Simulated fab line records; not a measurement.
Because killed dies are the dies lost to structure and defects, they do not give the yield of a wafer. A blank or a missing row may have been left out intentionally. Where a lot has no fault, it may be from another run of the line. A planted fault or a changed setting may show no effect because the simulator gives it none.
Chamber matching | flow n5Finfet | 4 sister chambers for N5_MOL_CONTACT_COAG_ETCH_15 on rieDiel-02
The step etches SiNx in CH3F/O2, stops on Si:P, target depth 7 nm. 18 wafers are shown with their chamber, then 9 later ones without.

## WAFERS WITH THEIR CHAMBER
wafer  | chamber | throttleValvePct (%) | drypumpMotorCurrentA (A) | showerheadPlenumPTorr (Torr)
L075.1 | 2       | 16.70                | 6.0                      | 2.008
L075.2 | 3       | 16.21                | 6.1                      | 2.024
L075.3 | 0       | 16.29                | 5.7                      | 1.943
L076.3 | 0       | 16.29                | 5.6                      | 1.942
L076.4 | 1       | 16.13                | 6.1                      | 2.008
L076.6 | 3       | 16.21                | 6.1                      | 2.023
L080.1 | 0       | 16.31                | 5.6                      | 1.939
L080.4 | 1       | 16.15                | 6.1                      | 2.005
L080.5 | 1       | 16.16                | 6.1                      | 2.005
L085.1 | 1       | 16.18                | 6.1                      | 2.001
L085.2 | 0       | 16.34                | 5.6                      | 1.936
L085.3 | 2       | 16.75                | 5.9                      | 2.001
L087.2 | 2       | 16.77                | 6.0                      | 1.999
L087.3 | 0       | 16.34                | 5.7                      | 1.934
L087.6 | 2       | 16.77                | 5.9                      | 1.999
L093.1 | 3       | 16.27                | 6.1                      | 2.011
L093.3 | 0       | 16.38                | 5.6                      | 1.931
L093.4 | 2       | 16.80                | 6.0                      | 1.996

SIGNATURES (averages over the wafers above)
reading               | chamber 0 | chamber 1 | chamber 2 | chamber 3 | scatter within a chamber
throttleValvePct      | 16.3250   | 16.1550   | 16.7580   | 16.2300   | 0.0331
drypumpMotorCurrentA  | 5.633     | 6.100     | 5.960     | 6.100     | 0.0425
showerheadPlenumPTorr | 1.93750   | 2.00475   | 2.00060   | 2.01933   | 0.00478
Rule: distance of a wafer from a chamber = root of the sum over the readings of ((wafer's reading minus chamber's mean) / reading's scatter) squared. The wafer belongs to the nearest chamber; if the next one is less than 2 further off, it can't be placed. How the scatter is found: for the shown wafers, subtract from each reading the mean of its chamber, square and add these, divide the total by (wafers less chambers), then take the root.

## WAFERS WITH NO CHAMBER GIVEN
wafer  | throttleValvePct (%) | drypumpMotorCurrentA (A) | showerheadPlenumPTorr (Torr)
L094.1 | 16.80                | 5.9                      | 1.995
L094.5 | 16.29                | 6.0                      | 2.010
L094.6 | 16.80                | 6.0                      | 1.995
L095.2 | 16.28                | 6.0                      | 2.010
L095.5 | 16.80                | 5.9                      | 1.995
L095.6 | 16.28                | 6.1                      | 2.010
L097.1 | 16.28                | 6.0                      | 2.009
L097.2 | 16.81                | 5.9                      | 1.993
L097.4 | 16.21                | 6.1                      | 1.993

## THE CHAMBER EACH PASSED THROUGH
wafer  | from the rows above     | in truth
L094.1 | 2                       | 2
L094.5 | can't be placed: 3 or 1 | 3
L094.6 | 2                       | 2
L095.2 | can't be placed: 3 or 1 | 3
L095.5 | 2                       | 2
L095.6 | can't be placed: 3 or 1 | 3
L097.1 | can't be placed: 3 or 1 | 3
L097.2 | 2                       | 2
L097.4 | 1                       | 1
5 of 9 placed correctly. These rows do not allow placing 4 (true chamber among the candidates in 4). 0 placed wrongly.
